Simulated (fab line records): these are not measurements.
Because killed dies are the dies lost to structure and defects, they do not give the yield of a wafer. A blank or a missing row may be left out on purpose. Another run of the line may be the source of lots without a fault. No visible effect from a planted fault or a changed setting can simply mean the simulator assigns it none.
Chamber matching	flow nandHarc	NHARC_A_DECK1_JOINT_DEP_16 on pecvd-02 has 3 sister chambers
The step deposits SiO2, target thk 45 nm. 3 wafers are shown with their chamber, then 8 later ones without.

EACH WAFER AND ITS CHAMBER
wafer	chamber	heaterPowerW (W)
L596.3	0	566
L599.5	2	345
L608.2	1	471

WAFERS WHOSE CHAMBER IS MISSING
wafer	heaterPowerW (W)
L608.3	381
L608.5	397
L611.1	518
L611.3	451
L611.4	346
L612.2	526
L612.4	401
L612.5	530

EACH ONE'S CHAMBER
wafer	from the rows above	in truth
L608.3	can't be placed: 2 or 1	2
L608.5	can't be placed: 2 or 1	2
L611.1	can't be placed: 1 or 0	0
L611.3	1	1
L611.4	2	2
L612.2	can't be placed: 0 or 1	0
L612.4	can't be placed: 2 or 1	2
L612.5	can't be placed: 0 or 1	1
2 of 8 placed correctly. Not placeable from these rows: 6 (in 6, the candidates include the true chamber). Placed wrongly: 0.
How it was worked out, from the rows above alone: a wafer's distance from a chamber is the root of the sum, over the readings, of the square of ((its reading less the chamber's mean) divided by the reading's scatter). The wafer belongs to the nearest chamber; if the next one is less than 2 further off, it can't be placed. The mean given for a chamber averages the wafers shown for that chamber. The scatter: with one shown wafer a chamber, the root of the mean of the squares of how far each hidden wafer lies from its nearest shown one.
